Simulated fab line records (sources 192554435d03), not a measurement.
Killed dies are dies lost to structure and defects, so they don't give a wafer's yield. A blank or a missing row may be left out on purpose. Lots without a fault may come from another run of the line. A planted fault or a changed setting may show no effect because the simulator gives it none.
The tool behind it: which one? | flow n5_finfet | 36 wafers from 12 lots sampled at 4 of the route's 1938 steps

## WHAT THE GAUGES SHOWED, per wafer
N5_MOL_CONTACT_COAG_INSPECT_97: inspects for defects (darkfield).
lot  | measured     | on                | raw_defect_count
L075 | day 5 18:43  | defect_inspect-02 | 65 31 40
L077 | day 6 08:35  | defect_inspect-02 | 30 32 40
L079 | day 6 16:47  | defect_inspect-02 | 49 93 39
L081 | day 7 05:04  | defect_inspect-01 | 45 70 30
L083 | day 7 19:07  | defect_inspect-01 | 31 30 24
L085 | day 8 11:13  | defect_inspect-01 | 31 71 25
L087 | day 8 18:35  | defect_inspect-02 | 46 23 70
L089 | day 9 03:25  | defect_inspect-02 | 65 83 32
L091 | day 9 12:29  | defect_inspect-02 | 58 87 29
L093 | day 10 06:23 | defect_inspect-01 | 72 51 52
L095 | day 10 22:23 | defect_inspect-01 | 47 47 44
L097 | day 11 04:50 | defect_inspect-02 | 33 35 32

## WHAT TOOL EACH LOT RAN ON (gives the tool, then ch and the chambers of the sampled wafers, and finally the start)
lot  | N5_MOL_CONTACT_COAG_SPUTTER_130 | N5_MOL_CONTACT_COAG_ALD_131       | N5_MOL_CONTACT_COAG_DESCUM_45
L075 | pvd_sputter-03, day 5 08:41     | ald_sin-03 ch 1,2,3, day 5 12:48  | rie_diel-02 ch 1,2, day 5 13:58
L077 | pvd_sputter-01, day 5 21:55     | ald_sin-03 ch 0,2,3, day 6 02:13  | rie_diel-04 ch 0,1, day 6 03:54
L079 | pvd_sputter-03, day 6 06:29     | ald_sin-01 ch 1,2,3, day 6 10:40  | rie_diel-05 ch 0,3, day 6 11:50
L081 | pvd_sputter-01, day 6 17:56     | ald_sin-04 ch 0,1, day 6 22:50    | rie_diel-04 ch 1,2, day 6 23:56
L083 | pvd_sputter-01, day 7 08:41     | ald_sin-04 ch 0,2, day 7 13:08    | rie_diel-05 ch 1,3, day 7 14:29
L085 | pvd_sputter-03, day 8 00:15     | ald_sin-04 ch 0,1,2, day 8 04:47  | rie_diel-02 ch 0,1,2, day 8 06:33
L087 | pvd_sputter-02, day 8 07:58     | ald_sin-03 ch 0,1,3, day 8 12:23  | rie_diel-02 ch 0,1,2, day 8 13:38
L089 | pvd_sputter-02, day 8 14:50     | ald_sin-01 ch 0,1,2, day 8 20:31  | rie_diel-02 ch 0,1,2, day 8 21:38
L091 | pvd_sputter-02, day 9 01:52     | ald_sin-01 ch 1,3, day 9 06:22    | rie_diel-02 ch 0,2, day 9 07:37
L093 | pvd_sputter-02, day 9 18:44     | ald_sin-03 ch 0,1,2, day 9 22:47  | rie_diel-05 ch 0,1,3, day 10 00:11
L095 | pvd_sputter-01, day 10 10:24    | ald_sin-01 ch 0,2,3, day 10 16:10 | rie_diel-05 ch 1,2, day 10 17:35
L097 | pvd_sputter-01, day 10 15:17    | ald_sin-04 ch 0,1,3, day 10 20:08 | rie_diel-02 ch 1,2,3, day 10 21:32
- N5_MOL_CONTACT_COAG_SPUTTER_130: material Co, target thk 47.5 nm.
- N5_MOL_CONTACT_COAG_ALD_131: deposits SiO2, target thk 5 nm, pulse time 1 s, co reactant pulse time 1 s.
- N5_MOL_CONTACT_COAG_DESCUM_45: chemistry O2, time 7 s.

## THE ANSWER, worked out from the rows above alone
Rule: usual is defined by the lots themselves. Put in order of their means at a reading, lots are off if they are a third of the lots or fewer, leave a main group of 4 or more, and stand apart from it by a gap of 3 or more times the standard deviation of the main group's means; of several such gaps the widest counts. If all means in a main group match to the digits the tables above print for the reading, that group is not used. A lot without any number at a reading at which 4 lots or more have one is off too. The other lots that the step has rows for count as sound.
Nothing can be told from this: no lot is off at any reading shown.

## WHAT HAD BEEN PUT IN BY THE SIMULATOR
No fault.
